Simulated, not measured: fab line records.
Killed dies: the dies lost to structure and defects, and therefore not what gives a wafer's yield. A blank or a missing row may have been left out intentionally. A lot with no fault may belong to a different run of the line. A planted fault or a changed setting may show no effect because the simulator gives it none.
fab line records ; flow nandHarc
record: lots: 6; wafers: 18; lastDay: 33
route steps=1302 shown A_SLIT@945 A_SIN_REMOVE@947 A_WL_FILL@952
lots untouched by any fault: they come from a run of this same line in which no faults occurred
startH: hours from the record's opening day to when the first of the lot's shown wafers began ; waitH: time in hours since the lot's previous step ; " unchanged from the row above ; L1.1+2: a row that stands for several wafers ; - no value, or no start given ; * or withheld: withheld ; < > ~ a bound
route shown NAME@n: NAME is a module with steps in the file, n the number in the route of the first one ; usual: the fault-free wafers' mean and standard deviation ; same: alike in all rows ; chamber/n: place in a boat ; sites: per-site readings ; _std_site: the values' standard deviation ; _edge_site: inner sites' mean taken away from outer sites' mean ; radiusMm: for every site, how far away it sits from the centre of the wafer ; mask NAME#n: copy n ; behind: tool/chamber where the wafer was last shaped ; hold: the reason the lot was held/the length of the hold in hours/how it ended ; device: whichever transistor did not switch (one of n, p or np) ; end of line: the tests these same wafers got at the end of their route ; where a step has no rows: the recipe by itself ; killed: not the wafer's yield, but the dies lost to structure and defects at the first sort ; map: a wafer's dies, x killed, . not, _ none there
set.NAME: the setting as run; set.NAME@STEP: as run at that earlier step ; model.NAME: the simulator's own value behind a step, which no gauge read
lots seen at some steps along the route; tables by step, rows by wafer
services: a tool's chamber out of use, with start hour (startH, from the record's first day; less than 0 if before it), hours out, and reason
== steps ==
step: NHARC_A_SLIT_SRD_20
step: NHARC_A_SLIT_CD_MEAS_21
usual: cdNm: 289.5/0.93
lot.wafer;tool;chamber;startH;waitH;cdNm
L740.1;cdSem-02;-;465.85;-;289.9
L740.2;cdSem-02;-;465.85;-;289.8
L740.6;cdSem-02;-;465.85;-;290.4
L748.2;cdSem-03;-;538.02;-;289.4
L748.3;cdSem-03;-;538.02;-;290.1
L748.6;cdSem-03;-;538.02;-;290.1
L753.1;cdSem-02;-;597.26;-;290.1
L753.4;cdSem-02;-;597.26;-;290.6
L753.5;cdSem-02;-;597.26;-;289.8
L754.1;cdSem-01;-;600.16;-;290.5
L754.4;cdSem-01;-;600.16;-;289.9
L754.5;cdSem-01;-;600.16;-;289.5
L760.2;cdSem-03;-;665.97;-;289.5
L760.4;cdSem-03;-;665.97;-;289.4
L760.6;cdSem-03;-;665.97;-;289.5
L762.2;cdSem-01;-;690.45;-;288.9
L762.3;cdSem-01;-;690.45;-;289.1
L762.6;cdSem-01;-;690.45;-;289.6
step: NHARC_A_SIN_REMOVE_WET_00
recipe: tempC: 160; timeS: 15300; chemistry: H3PO4
step: NHARC_A_SIN_REMOVE_PRECLEAN_01
recipe: timeS: *; tempC: 50; bathAgeMin: 0; chemistry: SC1
step: NHARC_A_SIN_REMOVE_SRD_02
step: NHARC_A_SIN_REMOVE_INSPECT_04
usual: rawDefectCount: 393/86
lot.wafer;tool;chamber;startH;waitH;rawDefectCount
L740.1;defectInspect-01;-;472.47;0.0;455
L740.2;defectInspect-01;-;472.47;0.0;663
L740.6;defectInspect-01;-;472.47;0.0;425
L748.2;defectInspect-02;-;544.63;0.0;392
L748.3;defectInspect-02;-;544.63;0.0;413
L748.6;defectInspect-02;-;544.63;0.0;529
L753.1;defectInspect-02;-;602.98;0.0;394
L753.4;defectInspect-02;-;602.98;0.0;494
L753.5;defectInspect-02;-;602.98;0.0;551
L754.1;defectInspect-01;-;608.74;0.0;341
L754.4;defectInspect-01;-;608.74;0.0;318
L754.5;defectInspect-01;-;608.74;0.0;369
L760.2;defectInspect-01;-;672.58;0.0;357
L760.4;defectInspect-01;-;672.58;0.0;274
L760.6;defectInspect-01;-;672.58;0.0;285
L762.2;defectInspect-01;-;697.28;0.0;579
L762.3;defectInspect-01;-;697.28;0.0;647
L762.6;defectInspect-01;-;697.28;0.0;480
step: NHARC_A_WL_FILL_ALD_00
recipe: targetThkA: 30; pulseTimeS: 3; aldCycles: 30; tempC: 300; material: Al2O3
usual: heaterPowerW: 457/53; precursorPulseHeightRel: 1.001/0.02
same: pulseTimeS: 3
lot.wafer;tool;chamber;startH;waitH;heaterPowerW;precursorPulseHeightRel
L740.2;aldHk-02;1;472.56;0.1;427;1.019
L740.1;aldHk-02;2;472.56;0.1;480;1.001
L740.6;aldHk-02;0;472.56;0.1;457;0.984
L748.3;aldHk-03;0;544.71;0.1;481;1.006
L748.2;aldHk-03;1;544.71;0.1;414;1.007
L748.6;aldHk-03;3;544.71;0.1;458;0.992
L753.4;aldHk-02;2;603.09;0.1;475;0.988
L753.1;aldHk-02;3;603.09;0.1;516;1.000
L753.5;aldHk-02;1;603.09;0.1;429;0.972
L754.4;aldHk-02;0;608.80;0.1;431;1.006
L754.1;aldHk-02;1;608.80;0.1;426;0.979
L754.5;aldHk-02;1;608.80;0.1;430;0.965
L760.4;aldHk-01;1;672.68;0.1;480;1.004
L760.2;aldHk-01;2;672.68;0.1;490;0.967
L760.6;aldHk-01;0;672.68;0.1;525;0.981
L762.2;aldHk-01;1;697.41;0.1;499;1.000
L762.3;aldHk-01;2;697.41;0.1;489;1.004
L762.6;aldHk-01;0;697.41;0.1;538;1.028
step: NHARC_A_WL_FILL_RTA_01
recipe: tempC: 1000; timeS: 5
usual: lampPowerPct: 32.5/2.4; lamp_zone_4_pct: 32.5/2.4; wafer_temp_C_max: 1006.5/1.6
lot.wafer;tool;chamber;startH;waitH;lampPowerPct;lamp_zone_4_pct;wafer_temp_C_max
L740.1;rtpAnneal-02;0;472.79;-;29.9;29.9;1004.6
L740.2;rtpAnneal-02;0;472.79;-;29.9;29.9;1004.5
L740.6;rtpAnneal-02;0;472.79;-;29.9;29.9;1007.3
L748.2;rtpAnneal-02;0;544.98;-;29.8;29.8;1004.5
L748.3;rtpAnneal-02;0;544.98;-;29.9;29.8;1006.8
L748.6;rtpAnneal-02;0;544.98;-;29.8;29.9;1006.1
L753.1;rtpAnneal-01;0;603.30;-;34.7;34.7;1007.1
L753.4;rtpAnneal-01;0;603.30;-;34.7;34.6;1008.2
L753.5;rtpAnneal-01;0;603.30;-;34.7;34.7;1005.0
L754.1;rtpAnneal-02;0;609.06;-;29.8;29.8;1004.9
L754.4;rtpAnneal-02;0;609.06;-;29.8;29.8;1004.4
L754.5;rtpAnneal-02;0;609.06;-;29.8;29.8;1004.7
L760.2;rtpAnneal-02;0;672.95;-;29.8;29.8;1004.9
L760.4;rtpAnneal-02;0;672.95;-;29.8;29.9;1006.0
L760.6;rtpAnneal-02;0;672.95;-;29.8;29.9;1006.5
L762.2;rtpAnneal-01;0;697.65;-;34.7;34.7;1007.9
L762.3;rtpAnneal-01;0;697.65;-;34.8;34.7;1006.9
L762.6;rtpAnneal-01;0;697.65;-;34.8;34.7;1008.5
step: NHARC_A_WL_FILL_ALD_02
recipe: targetThkA: 20; pulseTimeS: 3; aldCycles: 100; tempC: 450; material: TiN
usual: heaterPowerW: 1081/82; precursorPulseHeightRel: 1.002/0.021
same: pulseTimeS: 3
lot.wafer;tool;chamber;startH;waitH;heaterPowerW;precursorPulseHeightRel
L740.2;aldMetal-02;0;473.05;0.2;943;1.023
L740.1;aldMetal-02;1;473.05;0.2;1094;1.002
L740.6;aldMetal-02;0;473.05;0.2;980;1.008
L748.3;aldMetal-04;1;545.16;0.1;1042;0.967
L748.2;aldMetal-04;0;545.16;0.1;1155;1.008
L748.6;aldMetal-04;1;545.16;0.1;1044;0.993
L753.1;aldMetal-04;3;603.51;0.2;1143;1.003
L753.5;aldMetal-04;3;603.51;0.2;1147;0.998
L753.4;aldMetal-04;0;603.51;0.2;1165;1.002
L754.4;aldMetal-04;1;609.27;0.1;1058;1.028
L754.1;aldMetal-04;2;609.27;0.1;1056;0.989
L754.5;aldMetal-04;2;609.27;0.1;1064;0.994
L760.2;aldMetal-03;3;673.17;0.2;1276;1.019
L760.4;aldMetal-03;1;673.17;0.2;1147;1.005
L760.6;aldMetal-03;3;673.17;0.2;1307;1.019
L762.3;aldMetal-04;2;697.86;0.2;1065;1.000
L762.2;aldMetal-04;0;697.86;0.2;1121;1.000
L762.6;aldMetal-04;3;697.86;0.2;1091;0.988
step: NHARC_A_WL_FILL_CVD_03
recipe: targetThkA: 400; tempC: 300; pressureTorr: 40; wf6FlowSccm: 40; h2FlowSccm: 1600; arFlowSccm: 1560; timeS: 279; material: W
usual: heaterPowerW: 442/28; mfcH2Sccm: 1601/5.2; throttleValvePct: 8.04/0.2
lot.wafer;tool;chamber;startH;waitH;heaterPowerW;mfcH2Sccm;throttleValvePct
L740.2;cvdW-02;1;473.45;0.1;393;1602;8.01
L740.1;cvdW-02;0;473.45;0.1;455;1594;8.14
L740.6;cvdW-02;1;473.45;0.1;400;1602;8.10
L748.2;cvdW-01;1;545.65;0.1;451;1609;7.81
L748.3;cvdW-01;0;545.65;0.1;460;1595;7.96
L748.6;cvdW-01;1;545.65;0.1;462;1601;7.96
L753.1;cvdW-02;0;604.07;0.1;445;1605;8.37
L753.4;cvdW-02;1;604.07;0.1;393;1599;7.95
L753.5;cvdW-02;0;604.07;0.1;457;1604;8.11
L754.1;cvdW-01;1;609.76;0.1;475;1605;7.77
L754.4;cvdW-01;1;609.76;0.1;464;1603;8.03
L754.5;cvdW-01;1;609.76;0.1;479;1605;7.84
L760.2;cvdW-01;0;673.62;0.1;451;1602;7.93
L760.4;cvdW-01;1;673.62;0.1;476;1602;7.93
L760.6;cvdW-01;0;673.62;0.1;436;1608;8.28
L762.2;cvdW-01;0;698.40;0.2;444;1597;8.31
L762.3;cvdW-01;0;698.40;0.2;450;1593;8.38
L762.6;cvdW-01;0;698.40;0.2;447;1597;8.17
step: NHARC_A_WL_FILL_ETCHBACK_04
recipe: targetDepthA: 600; timeS: 120; chemistry: NF3
usual: drypumpMotorCurrentA: 5.7/0.44; oesProductAu: 1.001/0.0066
lot.wafer;tool;chamber;startH;waitH;drypumpMotorCurrentA;oesProductAu;rfHoursCounterH
L740.1;rieMetal-01;1;473.82;0.3;5.0;1.002;1.2
L740.2;rieMetal-01;0;473.82;0.3;5.5;1.016;1.2
L740.6;rieMetal-01;1;473.82;0.3;5.0;1.005;-
L748.2;rieMetal-03;1;545.97;0.3;5.9;1.002;0.3
L748.3;rieMetal-03;0;545.97;0.3;6.2;0.996;-
L748.6;rieMetal-03;0;545.97;0.3;6.2;1.001;-
L753.1;rieMetal-01;0;604.39;0.3;5.6;0.723;0.2
L753.4;rieMetal-01;0;604.39;0.3;5.6;0.735;-
L753.5;rieMetal-01;0;604.39;0.3;5.6;0.733;-
L754.1;rieMetal-01;0;610.08;0.3;5.6;0.732;0.5
L754.4;rieMetal-01;0;610.08;0.3;5.5;0.727;-
L754.5;rieMetal-01;0;610.08;0.3;5.5;0.729;-
L760.2;rieMetal-03;0;673.97;0.3;6.2;1.015;2.0
L760.4;rieMetal-03;0;673.97;0.3;6.2;1.002;-
L760.6;rieMetal-03;1;673.97;0.3;5.9;1.004;-
L762.2;rieMetal-02;0;699.01;0.5;6.2;0.999;1.0
L762.3;rieMetal-02;1;699.01;0.5;5.6;1.000;-
L762.6;rieMetal-02;1;699.01;0.5;5.6;1.000;-
step: NHARC_A_WL_FILL_ETCHBACK_05
recipe: targetDepthA: 220; timeS: 60; tempC: 40; chemistry: Cl2/BCl3
usual: drypumpMotorCurrentA: 5.7/0.44; oesProductAu: 1.002/0.0072
lot.wafer;tool;chamber;startH;waitH;drypumpMotorCurrentA;oesProductAu;rfHoursCounterH
L740.2;rieMetal-01;1;474.06;0.2;5.0;1.003;1.4
L740.1;rieMetal-01;0;474.06;0.2;5.5;1.019;1.4
L740.6;rieMetal-01;1;474.06;0.2;5.0;1.002;-
L748.2;rieMetal-03;0;546.21;0.2;6.2;0.997;0.4
L748.3;rieMetal-03;1;546.21;0.2;5.9;0.997;-
L748.6;rieMetal-03;1;546.21;0.2;5.9;0.993;-
L753.1;rieMetal-01;0;604.64;0.2;5.5;1.004;0.4
L753.4;rieMetal-01;0;604.64;0.2;5.6;0.995;-
L753.5;rieMetal-01;0;604.64;0.2;5.5;1.013;-
L754.1;rieMetal-01;1;610.32;0.2;5.0;1.013;0.6
L754.4;rieMetal-01;0;610.32;0.2;5.5;1.008;-
L754.5;rieMetal-01;1;610.32;0.2;5.0;0.998;-
L760.2;rieMetal-03;0;674.19;0.2;6.2;0.992;2.2
L760.4;rieMetal-03;0;674.19;0.2;6.2;1.000;-
L760.6;rieMetal-03;0;674.19;0.2;6.2;1.007;-
L762.2;rieMetal-02;1;699.22;0.2;5.6;1.002;1.1
L762.3;rieMetal-02;0;699.22;0.2;6.3;0.994;-
L762.6;rieMetal-02;0;699.22;0.2;6.3;1.006;-
== services ==
tool;chamber;startH;hours;kind
cvdW-02;-;450.51;13.0;pm
aldHk-01;-;474.00;10.0;pm
aldMetal-04;-;474.00;10.0;pm
rieMetal-02;-;474.46;9.0;pm
rieMetal-03;1;486.43;3.3;repair
rieMetal-02;0;486.77;3.0;repair
aldMetal-03;2;488.78;5.7;repair
cvdW-02;-;502.18;0.7;repair
rieMetal-03;-;519.00;9.0;pm
aldHk-02;-;541.81;0.9;repair
aldMetal-02;0;548.67;16.3;repair
cvdW-02;1;552.23;7.5;repair
cvdW-01;-;561.17;13.0;pm
aldMetal-03;-;568.00;10.0;pm
rieMetal-01;-;575.00;9.0;pm
aldHk-01;-;575.36;1.1;repair
aldMetal-03;0;582.27;4.1;repair
aldMetal-04;-;585.94;2.7;repair
aldMetal-04;2;600.40;4.5;repair
aldHk-02;-;628.79;1.5;repair
rieMetal-02;-;651.46;9.0;pm
aldHk-01;-;652.00;10.0;pm
aldMetal-04;-;652.00;10.0;pm
rieMetal-03;-;696.00;9.0;pm
== key ==
firstSign: step: NHARC_A_WL_FILL_ETCHBACK_04; reading: oesProductAu; direction: down; sigmas: 41; usual: 1.001; struck: 0.730
effect none on later readings
metAt NHARC_A_WL_FILL_ETCHBACK_04
struckWafers L753.1,L753.4,L753.5,L754.1,L754.4,L754.5
laterRowsLeftOut L753.1,L753.4,L753.5,L754.1,L754.4,L754.5
sortLeftOut L753.1,L753.4,L753.5,L754.1,L754.4,L754.5
testerLeftOut L753,L754
onsetBetween 473.82 604.39
fault: kind: processParameterDrift; tool: rieMetal-01; chamber: 0; onsetH: 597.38; steps: NHARC_A_WL_FILL_ETCHBACK_04; channel: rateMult; offset: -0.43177; shape: step; endH: 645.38
testerLeftOut: of these lots the tester's yield and bins aren't shown, on N5 and GAA mostly nor the transistor test; their killed dies are dies lost to structure and defects alone, not to doping, threshold or leakage, so they don't give the yield
sortLeftOut: the simulated sort isn't trusted on such a fault, so these wafers' sort isn't shown, and their yield isn't known
laterRowsLeftOut: the simulator's readings of these wafers behind a module that went badly wrong aren't trusted and aren't shown, but for the sort
